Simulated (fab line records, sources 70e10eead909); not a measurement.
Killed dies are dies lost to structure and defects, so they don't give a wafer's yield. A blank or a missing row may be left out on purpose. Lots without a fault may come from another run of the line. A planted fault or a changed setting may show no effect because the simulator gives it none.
A struck lot beside a sound one | flow nand_harc | 21 steps out of a route of 1159
Sound: wafers L537.1, L537.5, L537.6. Struck: wafers L534.2, L534.4, L534.6. The cause comes at the end.
At each step with rows: each side's tool, then ch and its chambers, then its first start. Under that, the readings that differ: sound wafers | struck wafers | difference of the means | sigmas: that difference in standard deviations of wafers without a fault.
alike: readings whose means differ by less than 2 such deviations, and words and numbers that are the same on both sides. not compared: withheld readings, readings that some wafer has no value for, bounds like >300 that may hide the same value, and numbers for which the record gives no deviation and whose values overlap.
The two part at a step that has a row with sigmas, a row that says differs or no value, or rows on one side only. Numbers that don't overlap but have no deviation are shown without sigmas and don't part them. A reading that every wafer of one side lacks parts them only if that side has two wafers or more.

first, 2 steps without rows for these wafers: NHARC_P_GATE_PEB_89 (peb time 85 s); NHARC_P_GATE_DEVELOP_90 (time 70 s).
NHARC_P_GATE_CD_MEAS_91: target cd 2000 nm.
  sound on cd_sem-01 ch 0, day 9 13:58; struck on cd_sem-02 ch 0, day 9 02:11
  alike: cd_nm
then, 1 step without rows for these wafers: NHARC_P_GATE_HARDBAKE_92 (time 80 s).
NHARC_P_GATE_DESCUM_93: chemistry O2, time 3 s.
  sound on rie_diel-13 ch 1,2, day 9 14:08; struck on rie_diel-01 ch 2,3, day 9 02:28
  alike: drypump_motor_current_A, oes_product_au, rf_vpp_V, showerhead_plenum_p_Torr, throttle_valve_pct
  not compared: rf_hours_counter_h
then, 6 steps without rows for these wafers: NHARC_P_GATE_IMPLANT_94; NHARC_P_GATE_STRIP_113 (strips in N2/H2, time 740 s); NHARC_P_GATE_STRIP_95 (strips in O2); NHARC_P_GATE_STRIP_96 (strips in SPM, time 900 s); NHARC_P_GATE_RTA_64 (time 1 s); NHARC_P_GATE_ETCH_77 (etches SiO2 in dHF, target depth 6 nm).
NHARC_P_GATE_DEGAS_109: time 60 s.
  sound on pvd_sputter-01, day 9 16:05; struck on pvd_sputter-02, day 9 04:25
  alike: heater_power_w
NHARC_P_GATE_PRE_CLEAN_110: time 30 s.
  sound on pvd_sputter-01, day 9 16:09; struck on pvd_sputter-02, day 9 04:28
then, 2 steps without rows for these wafers: NHARC_P_GATE_SPUTTER_78 (material Ni, target thk 10 nm); NHARC_P_GATE_SPUTTER_79 (material TiN, target thk 10 nm).
NHARC_P_GATE_RTA_80: time 30 s.
  sound on rtp_anneal-02 ch 0, day 9 16:23; struck on rtp_anneal-02 ch 0, day 9 04:44
  alike: wafer_temp_C_max
then, 1 step without rows for these wafers: NHARC_P_GATE_STRIP_67 (strips in SPM, time 600 s).
NHARC_P_GATE_RTA_82: time 30 s.
  sound on rtp_anneal-02 ch 0, day 9 16:50; struck on rtp_anneal-01 ch 0, day 9 05:11
  reading             | sound       | struck      | difference | sigmas
  lamp_power_pct (%)  | 4.2 4.2 4.2 | 3.3 3.3 3.3 | -0.9       | -2
  lamp_zone_2_pct (%) | 4.2 4.2 4.2 | 3.3 3.3 3.3 | -0.9       | -2
  alike: lamp_zone_7_pct, wafer_temp_C_max
NHARC_P_GATE_INSPECT_68:
  sound on defect_inspect-01, day 9 17:02; struck on defect_inspect-02, day 9 05:22
  reading          | sound       | struck      | difference | sigmas
  raw_defect_count | 297 160 130 | 651 573 495 | +377       | +3
NHARC_P_CONTACT_DEP_30: deposits SiNx, target thk 30 nm.
  sound on pecvd-03 ch 0,2, day 9 17:08; struck on pecvd-02 ch 0,1, day 9 05:34
  alike: heater_power_w
-- the record jumps here: 14 days lie between the struck wafers' starts before and after (it left off in module P_CONTACT and takes up again in module END, whose first step shown is number 1159 of the route) --
NHARC_END_SORT_01:
  the record has rows for the struck wafers here (prober-01 ch 0, day 23 04:11) and none for the sound ones

WHERE THEY PART
First at NHARC_P_GATE_RTA_82; last, within this record, at NHARC_END_SORT_01.

WHY: what the simulator had put in
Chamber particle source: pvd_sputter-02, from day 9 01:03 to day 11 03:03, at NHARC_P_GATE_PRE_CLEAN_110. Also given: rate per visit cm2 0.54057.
